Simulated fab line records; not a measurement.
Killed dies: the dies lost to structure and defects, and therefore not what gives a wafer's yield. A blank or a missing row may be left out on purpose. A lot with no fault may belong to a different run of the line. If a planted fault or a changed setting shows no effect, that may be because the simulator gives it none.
Matching of chambers :: flow n5Finfet :: N5_SDB_HM_OPEN_20 on rieDiel-06: 4 sister chambers
The step chemistry CH3F/O2, target SiNx, stops on poly-Si, target depth 24 nm. 4 wafers are shown with their chamber, then 9 later ones without.

== WAFERS WITH THEIR CHAMBER ==
wafer: L081.6
chamber: 3
showerheadPlenumPTorr (Torr): 1.97

wafer: L083.6
chamber: 1
showerheadPlenumPTorr (Torr): 2.03

wafer: L084.5
chamber: 2
showerheadPlenumPTorr (Torr): 2.02

wafer: L084.6
chamber: 0
showerheadPlenumPTorr (Torr): 1.88

== WAFERS MISSING THEIR CHAMBER ==
wafer: L091.1
showerheadPlenumPTorr (Torr): 2.02

wafer: L091.2
showerheadPlenumPTorr (Torr): 1.96

wafer: L091.5
showerheadPlenumPTorr (Torr): 2.13

wafer: L092.1
showerheadPlenumPTorr (Torr): 2.02

wafer: L092.2
showerheadPlenumPTorr (Torr): 2.02

wafer: L092.3
showerheadPlenumPTorr (Torr): 1.96

wafer: L093.1
showerheadPlenumPTorr (Torr): 1.96

wafer: L093.4
showerheadPlenumPTorr (Torr): 2.02

wafer: L093.5
showerheadPlenumPTorr (Torr): 2.01

== WHICH CHAMBER EACH WENT THROUGH ==
wafer: L091.1
from the rows above: can't be placed: 2 or 1 or 3
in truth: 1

wafer: L091.2
from the rows above: can't be placed: 3 or 2 or 1
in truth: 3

wafer: L091.5
from the rows above: can't be placed: 1 or 2 or 3
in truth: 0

wafer: L092.1
from the rows above: can't be placed: 2 or 1 or 3
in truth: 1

wafer: L092.2
from the rows above: can't be placed: 2 or 1 or 3
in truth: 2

wafer: L092.3
from the rows above: can't be placed: 3 or 2 or 1
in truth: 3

wafer: L093.1
from the rows above: can't be placed: 3 or 2 or 1
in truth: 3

wafer: L093.4
from the rows above: can't be placed: 2 or 1 or 3
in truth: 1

wafer: L093.5
from the rows above: can't be placed: 2 or 1 or 3
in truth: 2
0 of 9 placed correctly. Not placeable from these rows: 9 (in 8, the candidates include the true chamber). 0 placed wrongly.
How it was worked out, from the rows above alone: a wafer's distance from a chamber is the root of the sum, over the readings, of the square of ((its reading less the chamber's mean) divided by the reading's scatter). If the next closest chamber is less than 2 further off than the closest, the wafer can't be placed; otherwise it belongs to the closest. For every chamber, the mean is computed from those of its wafers that are shown. The scatter: root of mean squared gap, hidden wafer to nearest shown wafer, with one shown wafer a chamber.
